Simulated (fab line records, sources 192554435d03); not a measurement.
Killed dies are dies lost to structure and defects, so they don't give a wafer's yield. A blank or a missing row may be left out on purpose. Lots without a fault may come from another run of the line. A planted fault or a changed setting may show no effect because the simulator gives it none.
A struck lot beside a sound one | flow n5_finfet | 15 steps out of a route of 1938
Sound: wafers L206.1, L206.3, L206.4. Struck: wafers L210.3, L210.4, L210.6. The cause comes at the end.
At each step with rows: each side's tool, then ch and its chambers, then its first start. Under that, the readings that differ: sound wafers | struck wafers | difference of the means | sigmas: that difference in standard deviations of wafers without a fault.
alike: readings whose means differ by less than 2 such deviations, and words and numbers that are the same on both sides. not compared: withheld readings, readings that some wafer has no value for, bounds like >300 that may hide the same value, and numbers for which the record gives no deviation and whose values overlap.
The two part at a step that has a row with sigmas, a row that says differs or no value, or rows on one side only. Numbers that don't overlap but have no deviation are shown without sigmas and don't part them. A reading that every wafer of one side lacks parts them only if that side has two wafers or more.

first, 1 step without rows for these wafers: N5_MOL_CONTACT_COAG_SRD_139 (time 30 s).
N5_MOL_CONTACT_COAG_CD_MEAS_101: target cd 16 nm.
  sound on cd_sem-01, day 7 00:30; struck on cd_sem-01, day 8 00:09
  reading    | sound             | struck            | difference | sigmas
  cd_nm (nm) | 15.10 15.72 15.88 | 16.06 16.10 16.46 | +0.64      | +2
then, 1 step without rows for these wafers: N5_MOL_CONTACT_COAG_PRE_CLEAN_121.
N5_MOL_CONTACT_COAG_CVD_140: deposits W, target thk 66.5 nm, time 215 s.
  sound on cvd_w-01 ch 0,1, day 7 00:38; struck on cvd_w-02 ch 0,1, day 8 00:22
  alike: heater_power_w
then, 2 steps without rows for these wafers: N5_MOL_CONTACT_COAG_PRECLEAN_127 (cleans in DIW, time 57.5 s); N5_MOL_CONTACT_COAG_SRD_128 (dry time 32 s).
N5_MOL_CONTACT_COAG_CMP_52: polishes, stops on SiO2, t overpolish 1.5 s, target thk 66.5 nm.
  sound on cmp-03 ch 0,2,3, day 7 00:57; struck on cmp-01 ch 1,2, day 8 00:39
  reading                | sound          | struck       | difference | sigmas
  time_to_endpoint_s (s) | 14.4 13.8 12.3 | 6.3 11.4 8.1 | -4.9       | -2
  alike: motor_current_A, overpolish_run_s
N5_MOL_CONTACT_COAG_THK_MEAS_53:
  sound on film_metro-01, day 7 01:15; struck on film_metro-01, day 8 00:55
  alike: VIA_MOL_THK
N5_MOL_CONTACT_COAG_ANNEAL_112: time 1800 s.
  sound on hp_anneal-01 ch 0, day 7 01:16; struck on hp_anneal-01 ch 0, day 8 00:56
  alike: spike_tc_centre_C, spike_tc_top_C, wafer_temp_C_max
N5_MOL_CONTACT_COAG_INSPECT_97: inspects for defects (darkfield).
  sound on defect_inspect-02, day 7 04:18; struck on defect_inspect-01, day 8 04:01
  reading          | sound    | struck     | difference | sigmas
  raw_defect_count | 31 33 43 | 116 46 105 | +53        | +3
N5_BEOL_M0_SAQP_PECVD_00: deposits SiCN from 3MS/NH3, target thk 8 nm, time 14 s.
  sound on pecvd-03 ch 0,1, day 7 04:38; struck on pecvd-03 ch 0,1,2, day 8 04:18
  alike: chamber_pressure_Torr, showerhead_plenum_p_Torr, showerhead_vpp_V, throttle_valve_pct
N5_BEOL_M0_SAQP_ILD_DEP_01: deposits SiOC from DEMS/O2, target thk 45.419 nm, time 8.7 s.
  sound on pecvd-03 ch 0,1, day 7 04:40; struck on pecvd-03 ch 0,1,2, day 8 04:20
  no value came back on the struck wafers for any of 6 readings (chamber_pressure_Torr (Torr), heater_power_outer_w (W) and others); on the sound wafers chamber_pressure_Torr (Torr) reads 5.011 5.007 5.014
N5_BEOL_M0_SAQP_HM_DEP_02: deposits TiN, target thk 12 nm.
  sound on pvd_sputter-03, day 7 07:08; struck on pvd_sputter-03, day 8 05:07
  alike: chamber_pressure_pa, substrate_temp_c, throttle_valve_pct
N5_BEOL_M4_RC_MEAS_101:
  the record has rows for the sound wafers here (prober-02 ch 0, day 10 04:49) and none for the struck ones
-- the record jumps here: 9 days lie between the struck wafers' starts before and after (it left off in module BEOL_M4 and takes up again in module PASSIVATION, whose first step shown is number 1936 of the route) --
N5_PASSIVATION_PROBE_49:
  the record has rows for the struck wafers here (prober-01, day 17 01:14) and none for the sound ones

WHERE THEY PART
First at N5_MOL_CONTACT_COAG_CD_MEAS_101; last, within this record, at N5_PASSIVATION_PROBE_49.

WHY: what the simulator had put in
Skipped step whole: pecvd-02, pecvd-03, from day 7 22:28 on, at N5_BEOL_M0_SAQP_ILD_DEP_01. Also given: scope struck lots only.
